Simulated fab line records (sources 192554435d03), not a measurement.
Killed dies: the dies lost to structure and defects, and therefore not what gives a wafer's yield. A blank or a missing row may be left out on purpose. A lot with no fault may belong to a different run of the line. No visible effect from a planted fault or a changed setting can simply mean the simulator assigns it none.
Lot-split experiment    flow n5-finfet    on a route of 1938 steps: 7 lots, 21 wafers read

## THE SPLIT
At N5_MOL_CONTACT_COAG_EXPOSE_37 (exposes mask VD, defocus 0 nm), the setting dose-mj was moved away from the recipe's 62 on 8 of the 21 wafers read, by -6.6% to +3.7%. All remaining wafers had this setting at the recipe value.

## FROM THE SPLIT TO THE READING: what the file shows between them, 11 steps
- N5_MOL_CONTACT_COAG_PEB_38: peb time 60 s
- N5_MOL_CONTACT_COAG_DEVELOP_39: develop time 30 s
- N5_MOL_CONTACT_COAG_DESCUM_45: chemistry O2, time 7 s
- N5_MOL_CONTACT_COAG_ETCH_65: etches underlayer in N2/H2, target depth 13 nm, time 10.4 s
- N5_MOL_CONTACT_COAG_ETCH_66: etches SiARC in CF4, target depth 13 nm, time 21.7 s
- N5_MOL_CONTACT_COAG_ALD_133: deposits SiO2, target thk 5 nm, pulse time 1 s, co reactant pulse time 1 s
- N5_MOL_CONTACT_COAG_ETCHBACK_134: etches SiO2 in CHF3, target depth 10 nm, time 6.7 s
- N5_MOL_CONTACT_COAG_ETCH_67: etches SOC in N2/H2, target depth 60 nm, overetch 21 nm, time 101.2 s
- N5_MOL_CONTACT_COAG_STRIP_68: strips in N2/H2
- N5_MOL_CONTACT_COAG_PRECLEAN_138: cleans in alkaline clean, time 60 s
- N5_MOL_CONTACT_COAG_SRD_139: time 30 s

## THE READING
Shown in nm: cd-nm at N5_MOL_CONTACT_COAG_CD_MEAS_101, with target cd 16 nm. A value of 16.0 nm with a standard deviation of 0.32 nm is what fault-free wafers of this fab line usually give.

wafer   tool, chamber at the split  dose-mj as run  against the recipe  cd-nm, nm  against lot-mates on the recipe
L080.1  euv-scanner-02, 0           62              recipe              16.5       -
L080.2  euv-scanner-02, 0           62              recipe              16.6       -
L080.4  euv-scanner-02, 0           63.98           +3.2%               17.0       +0.4
L087.1  euv-scanner-02, 0           62              recipe              16.0       -
L087.5  euv-scanner-02, 0           57.89           -6.6%               14.5       -1.6
L087.6  euv-scanner-02, 0           62              recipe              16.2       -
L089.1  euv-scanner-01, 0           62              recipe              15.9       -
L089.3  euv-scanner-01, 0           64.31           +3.7%               16.9       +1.0
L089.4  euv-scanner-01, 0           64.31           +3.7%               16.7       +0.8
L091.1  euv-scanner-02, 0           62              recipe              16.1       -
L091.3  euv-scanner-02, 0           62              recipe              16.3       -
L091.5  euv-scanner-02, 0           62              recipe              15.6       -
L092.3  euv-scanner-02, 0           62              recipe              16.3       -
L092.4  euv-scanner-02, 0           62              recipe              15.9       -
L092.5  euv-scanner-02, 0           62              recipe              15.7       -
L093.1  euv-scanner-02, 0           62              recipe              16.1       -
L093.2  euv-scanner-02, 0           64.05           +3.3%               16.1       +0.0
L093.5  euv-scanner-02, 0           64.05           +3.3%               16.7       +0.6
L095.2  euv-scanner-02, 0           60.27           -2.8%               15.7       -0.4
L095.3  euv-scanner-02, 0           62              recipe              16.1       -
L095.6  euv-scanner-02, 0           60.27           -2.8%               15.4       -0.7

FIT RESULTS
A straight line over all 21 wafers: cd-nm changes by +0.201 nm for each +1% of dose-mj; r = +0.86; the points scatter about the line by 0.29 nm.
The same after taking each lot's own level away (the mean of its wafers on the recipe; 21 wafers): +0.201 nm for each +1%; r = +0.90; scatter 0.24 nm.
Per that fit: largest dose-mj move, reading shift of 1.3 nm.
From 15.90 to 16.55 nm: that is the span of the lots' own levels, equal to 2.0 times the standard deviation above.
The two slopes agree, so the slope changes little with the lot-to-lot level.
Check: for one of the wafers moved furthest among these (-6.6%), held out of the fit, the line's prediction against its lot-mates is -1.19 nm. Against them it came out at -1.6 nm.

## ADDITIONAL SPLITS CARRIED BY THESE WAFERS
Note: prior to the reading, these wafers also went through further splits. Each is held against what the fit with the lots' levels taken away leaves over:
other split on the same wafers        wafers away from the commonest value  r with cd-nm (lot level and that fit taken away)
N5_GATE_CUT_DESCUM_18 time-s          6                                     +0.05
N5_MOL_CONTACT_COAG_ALD_27 time-s     10                                    -0.11
N5_MOL_CONTACT_COAG_PECVD_31 time-s   9                                     +0.31
N5_MOL_CONTACT_COAG_COAT_64 spin-rpm  6                                     +0.04

## THE FILE'S OWN FIT
cd-nm changes by +0.208 nm for each +1% of dose-mj, r = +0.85.
